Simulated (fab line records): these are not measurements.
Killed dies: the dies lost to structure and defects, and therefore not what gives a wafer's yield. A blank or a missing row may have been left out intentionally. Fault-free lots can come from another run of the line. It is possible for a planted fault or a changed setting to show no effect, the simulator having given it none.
fab line records	flow nandHarc
[record] lots = 24	wafers = 72	lastDay = 24
route steps=1159 shown A_STAIRCASE@698 A_SGD_CUT@758 A_SLIT@796
lots with no fault: from the same line, run without faults
startH: the number of hours between the record's first day and the start of the first shown wafer of the lot	waitH: time in hours since the lot's previous step	" as in the row above	L1.1+2: one row covering several wafers at once	- no value, or no start was given	* or withheld: withheld	< > ~ a bound
route shown NAME@n: NAME is a module with steps in the file, n the number in the route of the first one	usual: average and standard deviation across the fault-free wafers	same: alike in all rows	chamber/n: place in a boat	sites: per-site readings	_std_site: the values' standard deviation	_edge_site: inner sites' mean taken away from outer sites' mean	radiusMm: how far each site lies from the wafer's centre	mask NAME#n: copy n	behind: the most recent tool/chamber to have shaped the wafer	hold: why the lot went on hold/how many hours it stayed there/how the hold came to an end	device: the transistor (n, p or np) that didn't switch	end of line: tests run on the same wafers once the route is complete	a step without rows: its recipe alone	killed: dies lost to structure and defects at the first sort, not the wafer's yield	map: dies across one wafer; x = killed, . = not, _ = none there
set.NAME: the run value of the setting; set.NAME@STEP: its run value at that earlier step	model.NAME: the simulator's own value behind a step, which no gauge read
one table for each step of the route and one row for each wafer, over a sample of lots
services: a tool's chamber out of use, with start hour (startH, from the record's first day; less than 0 if before it), hours out, and reason
[[steps]]
[step NHARC_A_STAIRCASE_ALD_415]
[recipe] targetThkA = 300	pulseTimeS = 6	aldCycles = 300	tempC = 300	material = SiO2
[usual] heaterPowerW = 468/32	precursorPulseHeightRel = 1.000/0.02
lot.wafer	tool	chamber	startH	waitH	heaterPowerW	precursorPulseHeightRel
L075.1	aldHk-03	0	271.37	0.3	426	0.992
L075.3	"	2	"	"	486	0.998
L075.6	"	3	"	"	488	0.989
L074.2	aldHk-04	3	276.11	0.1	431	1.029
L074.3	"	0	"	"	505	1.045
L074.5	"	3	"	"	437	0.993
L076.3	aldHk-03	2	280.14	0.3	476	1.010
L076.4	"	3	"	"	490	0.980
L076.2	"	0	"	"	435	1.036
L078.1	aldHk-01	0	280.62	0.7	454	0.962
L078.4	"	1	"	"	475	0.993
L078.5	"	3	"	"	371	0.993
L077.3	aldHk-03	2	281.74	0.4	482	1.003
L077.5	"	1	"	"	467	0.980
L077.6	"	2	"	"	477	1.019
L079.4	aldHk-03	0	283.39	0.3	421	1.001
L079.6	"	3	"	"	507	0.976
L079.5	"	0	"	"	428	1.022
L080.2	aldHk-04	3	286.90	0.7	447	1.000
L080.4	"	2	"	"	442	0.977
L080.5	"	3	"	"	438	1.021
L081.2	aldHk-03	2	303.08	0.1	497	0.992
L081.6	"	2	"	"	483	1.000
L081.5	"	3	"	"	497	0.987
L084.1	aldHk-04	2	315.86	0.8	440	1.001
L084.5	"	3	"	"	440	0.999
L084.6	"	0	"	"	514	1.004
L083.3	aldHk-03	3	319.83	1.5	494	1.021
L083.1	"	0	"	"	421	1.013
L083.5	"	3	"	"	502	1.002
L082.4	aldHk-04	1	320.09	0.7	497	1.009
L082.1	"	3	"	"	444	0.958
L082.5	"	1	"	"	508	0.984
L087.3	aldHk-04	3	332.29	0.1	436	0.988
L087.1	"	2	"	"	448	0.966
L087.5	"	3	"	"	454	0.980
L088.1	aldHk-04	1	339.66	0.1	492	1.007
L088.4	"	2	"	"	448	1.002
L088.5	"	1	"	"	490	0.994
L085.1	aldHk-03	0	341.33	0.1	460	0.994
L085.3	"	2	"	"	446	0.976
L085.5	"	0	"	"	463	1.011
L086.1	aldHk-04	3	343.48	0.5	446	0.981
L086.6	"	1	"	"	493	0.989
L086.5	"	2	"	"	441	1.004
L089.4	aldHk-03	0	352.53	0.1	458	0.975
L089.3	"	2	"	"	453	1.037
L089.5	"	0	"	"	459	1.014
L091.1	aldHk-03	1	355.22	0.1	468	1.030
L091.3	"	2	"	"	463	1.010
L091.6	"	2	"	"	444	1.024
L090.3	aldHk-04	1	361.83	0.1	492	1.031
L090.1	"	3	"	"	437	1.014
L090.5	"	1	"	"	497	0.973
L094.3	aldHk-01	0	373.99	1.0	473	1.004
L094.1	"	2	"	"	455	1.024
L094.6	"	1	"	"	483	0.973
L093.4	aldHk-04	2	375.51	0.3	426	0.990
L093.3	"	3	"	"	479	0.998
L093.6	"	1	"	"	499	1.028
L092.2	aldHk-01	3	375.71	0.3	375	0.995
L092.1	"	0	"	"	460	1.005
L092.6	"	3	"	"	382	0.986
L095.4	aldHk-03	2	384.87	0.7	456	0.991
L095.6	"	3	"	"	536	0.953
L095.5	"	0	"	"	459	1.001
L096.1	aldHk-04	1	386.14	0.1	507	1.009
L096.2	"	2	"	"	430	0.996
L096.5	"	2	"	"	424	1.027
L097.2	aldHk-04	3	396.94	0.1	467	0.988
L097.1	"	0	"	"	473	0.999
L097.5	"	0	"	"	480	0.989
[step NHARC_A_STAIRCASE_ETCHBACK_416]
[recipe] targetDepthA = 360	timeS = 7.2	c4f8FlowSccm = withheld	o2FlowSccm = 8	arFlowSccm = withheld	rfW = 600	biasW = 800	chemistry = C4F8/O2/Ar
[usual] oesProductAu = 0.95/0.033	rfVppV = 722/4.7
lot.wafer	tool	chamber	startH	waitH	oesProductAu	rfHoursCounterH	rfVppV
L075.3	rieDiel-08	3	-	-	0.94	56	721
L075.1	"	0	"	"	0.94	52	718
L075.6	"	3	"	"	0.96	-	721
L074.3	rieDiel-05	0	-	-	0.91	40	716
L074.2	"	1	"	"	0.94	44	719
L074.5	"	2	"	"	0.93	-	731
L076.2	rieDiel-02	2	-	-	0.92	50	717
L076.4	"	3	"	"	0.92	46	727
L076.3	"	0	"	"	0.93	48	722
L078.4	rieDiel-02	3	-	-	0.93	46	726
L078.1	"	1	"	"	0.93	49	724
L078.5	"	3	"	"	0.93	-	725
L077.3	rieDiel-05	2	-	-	0.95	40	732
L077.5	"	0	"	"	0.92	-	717
L077.6	"	1	"	"	0.93	-	719
L079.4	rieDiel-02	3	-	-	0.93	46	725
L079.6	"	0	"	"	0.93	-	721
L079.5	"	1	"	"	0.93	-	726
L080.4	rieDiel-02	2	-	-	0.92	51	720
L080.2	"	3	"	"	0.93	47	725
L080.5	"	2	"	"	0.91	-	719
L081.2	rieDiel-02	3	-	-	0.94	52	726
L081.5	"	1	"	"	0.93	-	725
L081.6	"	2	"	"	0.93	-	718
L084.1	rieDiel-05	0	-	-	0.98	56	718
L084.5	"	1	"	"	0.99	-	718
L084.6	"	2	"	"	1.00	-	731
L083.1	rieDiel-02	1	-	-	0.93	64	725
L083.3	"	3	"	"	0.92	62	724
L083.5	"	2	"	"	0.92	-	719
L082.4	rieDiel-08	0	-	-	0.93	5	717
L082.1	"	1	"	"	0.93	6	717
L082.5	"	0	"	"	0.94	-	717
L087.1	rieDiel-08	1	-	-	1.00	13	717
L087.3	"	3	"	"	1.01	12	721
L087.5	"	0	"	"	1.02	-	717
L088.4	rieDiel-02	1	-	-	1.01	1	725
L088.1	"	2	"	"	1.00	1	719
L088.5	"	0	"	"	1.01	-	722
L085.3	rieDiel-02	2	-	-	0.92	2	719
L085.1	"	3	"	"	0.93	2	725
L085.5	"	2	"	"	0.92	-	718
L086.1	rieDiel-08	2	-	-	1.01	15	731
L086.5	"	2	"	"	1.02	-	731
L086.6	"	3	"	"	1.00	-	722
L089.4	rieDiel-05	2	-	-	0.93	2	731
L089.3	"	3	"	"	0.93	2	720
L089.5	"	1	"	"	0.94	-	718
L091.3	rieDiel-05	1	-	-	1.02	4	720
L091.1	"	0	"	"	0.99	3	717
L091.6	"	1	"	"	1.00	-	719
L090.1	rieDiel-08	2	-	-	0.94	21	731
L090.3	"	3	"	"	0.93	21	720
L090.5	"	1	"	"	0.93	-	717
L094.3	rieDiel-08	1	-	-	0.92	26	717
L094.1	"	0	"	"	0.93	26	715
L094.6	"	1	"	"	0.92	-	717
L093.3	rieDiel-02	2	-	-	0.95	17	718
L093.4	"	3	"	"	0.93	16	724
L093.6	"	2	"	"	0.94	-	718
L092.2	rieDiel-02	0	-	-	0.92	15	721
L092.1	"	3	"	"	0.93	16	724
L092.6	"	1	"	"	0.92	-	724
L095.4	rieDiel-08	0	-	-	0.98	30	717
L095.5	"	0	"	"	0.99	-	716
L095.6	"	1	"	"	0.98	-	716
L096.2	rieDiel-08	1	-	-	0.93	31	716
L096.1	"	2	"	"	0.93	29	731
L096.5	"	3	"	"	0.93	-	722
L097.1	rieDiel-05	0	-	-	0.90	17	716
L097.2	"	2	"	"	0.92	19	729
L097.5	"	1	"	"	0.94	-	719
[step NHARC_A_STAIRCASE_STRIP_446]
[recipe] powerW = 1500	tempC = 250	chemistry = O2
[usual] drypumpMotorCurrentA = 5.61/0.25	heaterPowerW = 321/19
lot.wafer	tool	chamber	startH	waitH	drypumpMotorCurrentA	heaterPowerW	rfHoursCounterH
L074.2	plasmaAsher-01	1	317.30	0.0	5.48	310	10
L074.3	"	1	"	"	5.45	304	-
L074.5	"	0	"	"	5.41	350	-
L077.3	plasmaAsher-01	1	317.75	0.2	5.50	306	-
L077.6	"	0	"	"	5.42	341	-
L077.5	"	1	"	"	5.45	302	-
L075.1	plasmaAsher-02	0	317.84	0.1	5.70	306	44
L075.3	"	0	"	"	5.71	306	-
L075.6	"	1	"	"	6.12	335	-
L078.1	plasmaAsher-01	0	319.73	0.1	5.42	341	11
L078.4	"	0	"	"	5.41	336	-
L078.5	"	0	"	"	5.41	346	-
L076.2	plasmaAsher-01	0	322.33	0.0	5.43	347	12
L076.4	"	0	"	"	5.43	345	-
L076.3	"	1	"	"	5.49	305	-
L079.4	plasmaAsher-02	1	322.58	0.1	6.11	328	-
L079.6	"	1	"	"	6.11	334	-
L079.5	"	0	"	"	5.71	303	-
L080.2	plasmaAsher-01	0	327.37	0.1	5.42	350	14
L080.4	"	1	"	"	5.52	308	-
L080.5	"	0	"	"	5.44	340	-
L081.2	plasmaAsher-02	1	347.91	0.4	6.13	332	52
L081.5	"	0	"	"	5.75	312	-
L081.6	"	1	"	"	6.12	327	-
L083.1	plasmaAsher-02	0	358.26	0.1	5.67	315	57
L083.3	"	0	"	"	5.69	307	-
L083.5	"	0	"	"	5.70	311	-
L082.1	plasmaAsher-01	1	358.38	0.0	5.52	303	23
L082.4	"	0	"	"	5.43	338	-
L082.5	"	1	"	"	5.49	304	-
L084.1	plasmaAsher-01	0	358.71	0.2	5.42	343	23
L084.6	"	1	"	"	5.48	296	-
L084.5	"	0	"	"	5.42	340	-
L087.1	plasmaAsher-02	1	374.28	0.3	6.12	318	2
L087.3	"	0	"	"	5.73	303	-
L087.5	"	1	"	"	6.13	318	-
L088.1	plasmaAsher-01	1	379.92	0.0	5.50	300	34
L088.4	"	0	"	"	5.39	346	-
L088.5	"	1	"	"	5.49	300	-
L085.1	plasmaAsher-02	1	380.08	0.0	6.12	323	4
L085.3	"	0	"	"	5.72	295	-
L085.5	"	1	"	"	6.13	321	-
L086.1	plasmaAsher-01	1	384.23	0.1	5.50	304	35
L086.6	"	0	"	"	5.42	341	-
L086.5	"	1	"	"	5.54	302	-
L089.4	plasmaAsher-02	0	397.72	0.4	5.71	302	-
L089.3	"	1	"	"	6.11	327	-
L089.5	"	1	"	"	6.10	324	-
L091.1	plasmaAsher-01	0	397.89	0.1	5.41	341	40
L091.3	"	0	"	"	5.41	341	-
L091.6	"	0	"	"	5.42	346	-
L090.1	plasmaAsher-01	0	401.42	0.0	5.43	338	41
L090.3	"	1	"	"	5.51	303	-
L090.5	"	1	"	"	5.51	305	-
L092.2	plasmaAsher-01	0	414.81	0.0	5.43	347	44
L092.1	"	1	"	"	5.50	310	44
L092.6	"	0	"	"	5.40	346	-
L093.4	plasmaAsher-01	0	415.43	0.1	5.43	343	-
L093.3	"	1	"	"	5.46	309	-
L093.6	"	0	"	"	5.41	347	-
L094.1	plasmaAsher-02	0	416.36	0.2	5.70	301	16
L094.3	"	1	"	"	6.13	324	-
L094.6	"	0	"	"	5.68	306	-
L096.1	plasmaAsher-01	1	428.06	0.0	5.47	306	50
L096.2	"	0	"	"	5.42	341	50
L096.5	"	1	"	"	5.48	301	-
L095.4	plasmaAsher-01	0	428.43	0.3	5.43	339	-
L095.6	"	0	"	"	5.41	340	-
L095.5	"	1	"	"	5.49	297	-
L097.1	plasmaAsher-01	0	440.45	0.0	5.41	341	54
L097.2	"	1	"	"	5.47	301	54
L097.5	"	1	"	"	5.49	301	-
[step NHARC_A_STAIRCASE_STRIP_475]
[recipe] timeS = 20	o2FlowSccm = 500	arFlowSccm = 0	biasW = 0	chemistry = O2
[usual] drypumpMotorCurrentA = 5.8/0.53	mfcArSccm = 0.011/0.014	oesProductAu = 1.003/0.011	rfVppV = 57.6/0.87	showerheadPlenumPTorr = 3.47/0.16	throttleValvePct = 17.036/0.0091
lot.wafer	tool	chamber	startH	waitH	drypumpMotorCurrentA	mfcArSccm	oesProductAu	rfHoursCounterH	rfVppV	showerheadPlenumPTorr	throttleValvePct
L074.3	rieDiel-05	3	-	-	4.8	0.006	1.009	51	56.7	3.42	17.028
L074.2	"	0	"	"	5.9	0.000	0.984	57	56.9	3.31	17.032
L074.5	"	2	"	"	6.4	0	1.011	-	58.6	3.78	17.017
L077.3	rieDiel-05	0	-	-	5.9	0.000	0.990	57	57.3	3.31	17.029
L077.5	"	3	"	"	4.8	0.006	0.997	-	57.1	3.42	17.050
L077.6	"	0	"	"	5.9	0.000	0.991	-	57.7	3.31	17.036
L075.1	rieDiel-05	3	-	-	4.8	0.006	1.001	51	56.6	3.42	17.039
L075.3	"	0	"	"	5.9	0.000	0.980	57	56.3	3.31	17.050
L075.6	"	3	"	"	4.8	0.006	1.014	-	55.9	3.42	17.043
L078.4	rieDiel-02	1	-	-	5.7	0.040	1.004	64	58.4	3.57	17.038
L078.1	"	2	"	"	5.7	0	0.999	61	57.5	3.36	17.041
L078.5	"	3	"	"	4.9	0.028	0.999	-	56.9	3.59	17.018
L076.4	rieDiel-05	2	-	-	6.4	0	1.016	53	58.0	3.78	17.040
L076.3	"	3	"	"	4.8	0.006	1.003	53	58.2	3.42	17.057
L076.2	"	1	"	"	6.0	0.017	1.015	63	57.1	3.40	17.029
L079.4	rieDiel-02	2	-	-	5.7	0	1.000	62	56.8	3.36	17.032
L079.6	"	0	"	"	6.3	0	1.001	-	57.8	3.45	17.037
L079.5	"	1	"	"	5.7	0.040	1.009	-	57.3	3.57	17.033
L080.2	rieDiel-05	3	329.32	0.2	4.8	0.006	1.001	54	56.7	3.42	17.015
L080.4	"	1	"	"	6.0	0.017	1.002	-	57.5	3.40	17.031
L080.5	"	2	"	"	6.3	0	1.017	-	58.4	3.78	17.027
L081.2	rieDiel-02	1	-	-	5.7	0.040	0.993	4	56.9	3.56	17.041
L081.5	"	0	"	"	6.3	0	1.002	-	58.6	3.45	17.035
L081.6	"	1	"	"	5.7	0.040	0.991	-	57.2	3.56	17.041
L083.1	rieDiel-05	0	-	-	5.9	0.000	0.994	3	57.5	3.31	17.033
L083.3	"	1	"	"	6.0	0.017	1.023	5	56.6	3.39	17.031
L083.5	"	1	"	"	6.0	0.017	1.023	-	57.4	3.39	17.044
L082.1	rieDiel-02	2	-	-	5.7	0	1.016	10	57.8	3.35	17.050
L082.4	"	3	"	"	4.9	0.028	1.007	10	58.6	3.58	17.043
L082.5	"	0	"	"	6.3	0	1.009	-	58.0	3.45	17.042
L084.1	rieDiel-05	3	-	-	4.8	0.006	1.004	4	56.0	3.42	17.023
L084.6	"	0	"	"	5.9	0.000	0.991	-	58.9	3.31	17.041
L084.5	"	1	"	"	6.0	0.017	1.029	-	56.6	3.39	17.045
L087.3	rieDiel-08	0	-	-	5.9	0	1.006	26	58.8	3.30	17.027
L087.1	"	1	"	"	6.5	0.021	1.002	26	56.0	3.31	17.035
L087.5	"	1	"	"	6.5	0.021	1.009	-	58.1	3.31	17.019
L088.1	rieDiel-05	1	-	-	6.0	0.017	1.022	11	58.2	3.39	17.042
L088.4	"	0	"	"	5.9	0.000	0.987	11	59.0	3.30	17.037
L088.5	"	2	"	"	6.3	0	1.003	-	59.2	3.77	17.031
L085.3	rieDiel-05	2	-	-	6.3	0	0.998	12	59.1	3.77	17.041
L085.1	"	3	"	"	4.8	0.006	1.001	12	58.1	3.41	17.041
L085.5	"	2	"	"	6.4	0	0.999	-	56.8	3.77	17.036
L086.1	rieDiel-08	0	-	-	5.9	0	0.999	30	56.6	3.30	17.026
L086.6	"	0	"	"	5.9	0	1.006	-	56.6	3.30	17.036
L086.5	"	1	"	"	6.5	0.021	1.004	-	57.1	3.31	17.047
L089.3	rieDiel-08	2	399.69	0.3	6.1	0.016	1.011	35	59.0	3.79	17.051
L089.5	"	3	"	"	6.0	0	0.999	-	56.7	3.45	17.036
L089.4	"	0	"	"	5.8	0	1.000	-	57.9	3.30	17.027
L091.1	rieDiel-02	1	-	-	5.7	0.040	0.985	23	58.9	3.55	17.029
L091.3	"	3	"	"	4.9	0.028	1.013	26	56.5	3.58	17.021
L091.6	"	2	"	"	5.7	0	1.012	-	55.6	3.35	17.027
L090.3	rieDiel-05	0	-	-	5.9	0.000	0.990	18	57.2	3.30	17.049
L090.1	"	1	"	"	6.0	0.017	1.025	19	57.9	3.38	17.049
L090.5	"	3	"	"	4.8	0.006	0.994	-	57.5	3.41	17.046
L092.1	rieDiel-02	2	-	-	5.7	0	1.011	30	57.8	3.34	17.038
L092.2	"	0	"	"	6.3	0	1.001	30	57.1	3.43	17.046
L092.6	"	2	"	"	5.7	0	1.013	-	58.0	3.34	17.035
L093.4	rieDiel-02	2	-	-	5.7	0	1.012	30	58.7	3.34	17.042
L093.3	"	3	"	"	4.9	0.028	1.015	33	57.5	3.57	17.032
L093.6	"	1	"	"	5.7	0.040	0.996	-	58.1	3.55	17.025
L094.3	rieDiel-08	0	-	-	5.8	0	1.007	42	56.9	3.30	17.048
L094.1	"	2	"	"	6.1	0.016	1.009	41	58.1	3.78	17.035
L094.6	"	0	"	"	5.8	0	1.002	-	58.5	3.30	17.017
L096.2	rieDiel-02	1	-	-	5.7	0.040	0.998	34	57.5	3.55	17.013
L096.1	"	2	"	"	5.7	0	1.003	35	56.6	3.34	17.038
L096.5	"	2	"	"	5.7	0	1.019	-	58.1	3.34	17.032
L095.4	rieDiel-02	1	-	-	5.7	0.040	0.993	34	57.4	3.55	17.041
L095.6	"	2	"	"	5.7	0	1.009	-	57.4	3.34	17.039
L095.5	"	3	"	"	4.9	0.028	1.014	-	57.2	3.57	17.027
L097.2	rieDiel-08	3	-	-	6.0	0	0.982	48	58.8	3.44	17.019
L097.1	"	2	"	"	6.0	0.016	0.989	49	58.1	3.78	17.037
L097.5	"	3	"	"	6.0	0	0.987	-	57.3	3.44	17.043
[step NHARC_A_SGD_CUT_CD_MEAS_09]
[recipe] targetCdNm = 100	landingEnergyEv = 500
[usual] cdNm = 100.2/0.56
lot.wafer	tool	chamber	startH	waitH	cdNm
L074.2	cdSem-01	0	320.71	-	99.5
L074.3	"	0	"	"	99.9
L074.5	"	0	"	"	99.7
L077.3	cdSem-03	0	321.11	-	99.8
L077.5	"	0	"	"	100.8
L077.6	"	0	"	"	99.8
L075.1	cdSem-02	0	321.26	-	101.2
L075.3	"	0	"	"	100.4
L075.6	"	0	"	"	99.6
L078.1	cdSem-01	0	323.54	-	101.4
L078.4	"	0	"	"	100.0
L078.5	"	0	"	"	100.1
L076.2	cdSem-01	0	325.71	-	100.0
L076.3	"	0	"	"	100.4
L076.4	"	0	"	"	100.3
L079.4	cdSem-02	0	325.89	-	99.7
L079.5	"	0	"	"	100.4
L079.6	"	0	"	"	100.5
L080.2	cdSem-01	0	330.93	-	99.6
L080.4	"	0	"	"	99.6
L080.5	"	0	"	"	100.0
L081.2	cdSem-03	0	351.48	-	101.6
L081.5	"	0	"	"	99.5
L081.6	"	0	"	"	100.6
L083.1	cdSem-01	0	361.66	-	100.1
L083.3	"	0	"	"	99.7
L083.5	"	0	"	"	99.5
L082.1	cdSem-01	0	361.82	-	100.4
L082.4	"	0	"	"	101.8
L082.5	"	0	"	"	100.6
L084.1	cdSem-03	0	362.17	-	99.7
L084.5	"	0	"	"	99.9
L084.6	"	0	"	"	100.9
L087.1	cdSem-03	0	377.50	-	100.6
L087.3	"	0	"	"	100.3
L087.5	"	0	"	"	100.9
L088.1	cdSem-03	0	383.41	-	100.3
L088.4	"	0	"	"	99.7
L088.5	"	0	"	"	100.2
L085.1	cdSem-02	0	383.58	-	100.1
L085.3	"	0	"	"	100.4
L085.5	"	0	"	"	100.3
L086.1	cdSem-02	0	387.96	-	99.7
L086.5	"	0	"	"	101.1
L086.6	"	0	"	"	100.4
L089.3	cdSem-03	0	401.23	-	99.8
L089.4	"	0	"	"	99.6
L089.5	"	0	"	"	99.3
L091.1	cdSem-03	0	401.39	-	100.3
L091.3	"	0	"	"	100.7
L091.6	"	0	"	"	100.5
L090.1	cdSem-02	0	404.83	-	100.3
L090.3	"	0	"	"	100.1
L090.5	"	0	"	"	100.4
L092.1	cdSem-02	0	418.09	-	101.2
L092.2	"	0	"	"	99.7
L092.6	"	0	"	"	100.2
L093.3	cdSem-03	0	418.85	-	100.0
L093.4	"	0	"	"	100.8
L093.6	"	0	"	"	101.1
L094.1	cdSem-02	0	419.71	-	99.5
L094.3	"	0	"	"	100.4
L094.6	"	0	"	"	100.0
L096.1	cdSem-03	0	431.62	-	99.5
L096.2	"	0	"	"	100.0
L096.5	"	0	"	"	100.3
L095.4	cdSem-03	0	431.91	-	101.2
L095.5	"	0	"	"	99.8
L095.6	"	0	"	"	100.8
L097.1	cdSem-03	0	443.97	-	99.8
L097.2	"	0	"	"	100.1
L097.5	"	0	"	"	99.1
[step NHARC_A_SLIT_ETCH_17]
[recipe] biasV = 900	sourceW = withheld	pressureMtorr = 20	arFlowSccm = 375	c4f8FlowSccm = 83.3	o2FlowSccm = 41.7	timeS = 1687.5	targetDepthA = 1.01e+05	chemistry = C4F8/O2/Ar
[usual] drypumpMotorCurrentA = 6.01/0.21	mfcArSccm = 375.2/1.1	showerheadPlenumPTorr = 3.65/0.1	throttleValvePct = 32.047/0.0092
lot.wafer	tool	chamber	startH	waitH	drypumpMotorCurrentA	mfcArSccm	rfHoursCounterH	showerheadPlenumPTorr	throttleValvePct
L077.3	harEtch-01	0	334.73	-	6.32	375.2	-	3.79	32.037
L077.6	"	0	"	"	6.30	376.1	-	3.79	32.044
L077.5	"	1	"	"	5.84	374.2	-	3.73	32.045
L074.2	harEtch-02	1	334.99	-	6.06	374.5	169	3.56	32.035
L074.3	"	0	"	"	5.83	376.3	-	3.58	32.054
L074.5	"	1	"	"	6.03	374.7	-	3.56	32.068
L075.1	harEtch-01	1	335.92	-	5.77	375.3	6	3.73	32.049
L075.3	"	0	"	"	6.35	375.2	-	3.79	32.024
L075.6	"	1	"	"	5.81	375.3	-	3.73	32.046
L078.1	harEtch-02	1	336.41	-	6.06	374.0	170	3.56	32.031
L078.4	"	1	"	"	6.04	374.2	-	3.56	32.053
L078.5	"	0	"	"	5.81	374.9	-	3.58	32.048
L076.2	harEtch-01	0	342.03	-	6.32	376.3	11	3.79	32.047
L076.4	"	1	"	"	5.80	374.9	-	3.72	32.049
L076.3	"	0	"	"	6.32	377.7	-	3.79	32.050
L079.4	harEtch-02	0	342.77	-	5.83	375.8	-	3.57	32.063
L079.6	"	0	"	"	5.81	374.6	-	3.57	32.042
L079.5	"	1	"	"	6.03	374.5	-	3.55	32.048
L080.2	harEtch-02	1	345.41	-	6.04	374.6	177	3.55	32.051
L080.4	"	0	"	"	5.85	375.4	-	3.57	32.044
L080.5	"	0	"	"	5.84	374.1	-	3.57	32.049
L081.2	harEtch-01	1	363.31	-	5.82	376.6	16	3.72	32.047
L081.6	"	0	"	"	6.38	371.9	-	3.79	32.034
L081.5	"	1	"	"	5.81	377.3	-	3.72	32.055
L082.1	harEtch-01	0	372.33	-	6.32	376.4	22	3.78	32.054
L082.4	"	0	"	"	6.36	374.7	-	3.78	32.057
L082.5	"	0	"	"	6.37	376.1	-	3.78	32.063
L084.1	harEtch-02	0	373.56	-	5.81	376.0	190	3.57	32.037
L084.5	"	0	374.56	-	5.81	375.7	-	3.57	32.041
L084.6	"	1	"	"	6.05	377.1	-	3.55	32.048
L083.1	harEtch-01	1	373.77	-	5.81	375.2	23	3.72	32.045
L083.3	"	0	"	"	6.33	373.4	-	3.78	32.050
L083.5	"	1	"	"	5.83	376.3	-	3.72	32.076
L087.1	harEtch-01	1	393.54	-	5.83	375.3	33	3.71	32.033
L087.3	"	0	"	"	6.35	374.8	-	3.78	32.059
L087.5	"	1	"	"	5.80	375.0	-	3.71	32.055
L085.1	harEtch-02	1	396.05	-	6.05	376.1	200	3.54	32.063
L085.3	"	0	"	"	5.80	375.7	-	3.56	32.046
L085.5	"	0	"	"	5.82	373.3	-	3.56	32.046
L088.1	harEtch-02	0	398.00	-	5.82	374.8	201	3.56	32.040
L088.4	"	1	"	"	6.05	376.1	-	3.54	32.021
L088.5	"	0	"	"	5.82	374.7	-	3.56	32.044
L086.1	harEtch-01	1	399.13	-	5.83	376.0	38	3.71	32.045
L086.6	"	1	"	"	5.85	376.1	-	3.71	32.042
L086.5	"	0	"	"	6.34	372.8	-	3.77	32.046
L089.3	harEtch-02	1	415.14	-	6.04	375.7	-	3.54	32.053
L089.4	"	0	"	"	5.83	376.1	-	3.56	32.052
L089.5	"	1	"	"	6.08	374.5	-	3.54	32.050
L090.1	harEtch-01	1	416.69	-	5.89	375.5	40	3.71	32.056
L090.3	"	1	"	"	5.88	375.3	-	3.71	32.052
L090.5	"	0	"	"	6.33	374.0	-	3.77	32.059
L091.1	harEtch-02	0	418.17	-	5.83	373.0	204	3.56	32.050
L091.3	"	0	"	"	5.85	374.4	-	3.56	32.056
L091.6	"	0	"	"	5.83	374.3	-	3.56	32.057
L093.4	harEtch-01	1	435.12	-	5.87	374.8	-	3.70	32.045
L093.3	"	0	"	"	6.34	375.7	-	3.77	32.048
L093.6	"	0	"	"	6.34	373.2	-	3.77	32.038
L092.2	harEtch-02	1	435.12	-	6.05	375.6	213	3.53	32.061
L092.1	"	0	"	"	5.81	374.3	213	3.55	32.060
L092.6	"	0	436.38	-	5.83	374.4	-	3.55	32.054
L094.1	harEtch-01	0	436.58	-	6.31	374.6	50	3.77	32.040
L094.3	"	0	"	"	6.31	376.0	-	3.77	32.067
L094.6	"	1	"	"	5.83	375.1	-	3.70	32.036
L096.2	harEtch-02	0	442.77	-	5.84	377.9	219	3.55	32.046
L096.1	"	1	"	"	6.02	375.1	219	3.53	32.035
L096.5	"	0	"	"	5.84	377.9	-	3.55	32.045
L095.4	harEtch-01	0	443.42	-	6.34	374.3	-	3.76	32.055
L095.5	"	0	"	"	6.38	372.4	-	3.76	32.043
L095.6	"	1	"	"	5.79	374.7	-	3.70	32.048
L097.2	harEtch-02	1	456.91	-	6.04	375.1	228	3.53	32.039
L097.1	"	0	"	"	5.82	375.5	228	3.55	32.041
L097.5	"	1	"	"	6.06	375.4	-	3.53	32.049
[[services]]
tool	chamber	startH	hours	kind
rieDiel-02	0	259.18	-	clean
rieDiel-02	1	259.18	-	clean
rieDiel-08	1	266.83	8.9	repair
aldHk-01	-	271.73	5.0	repair
plasmaAsher-01	-	276.00	9.0	pm
rieDiel-05	2	290.67	5.8	repair
rieDiel-08	-	302.57	9.0	pm
harEtch-01	-	306.49	17.0	pm
aldHk-03	-	324.58	10.0	pm
rieDiel-05	0	326.59	4.0	repair
rieDiel-02	-	327.84	9.0	pm
rieDiel-05	-	340.75	9.0	pm
plasmaAsher-02	-	360.08	9.0	pm
aldHk-04	-	364.83	10.0	pm
harEtch-02	-	375.40	12.3	repair
rieDiel-08	1	393.69	15.0	repair
aldHk-01	-	408.09	10.0	pm
rieDiel-02	2	411.14	4.3	repair
plasmaAsher-02	-	424.09	2.2	repair
rieDiel-05	1	439.54	9.8	repair
rieDiel-05	0	452.51	7.6	repair
rieDiel-05	-	452.60	2.0	repair
plasmaAsher-01	-	453.00	9.0	pm
rieDiel-02	3	456.78	6.1	repair
[[key]]
fault none
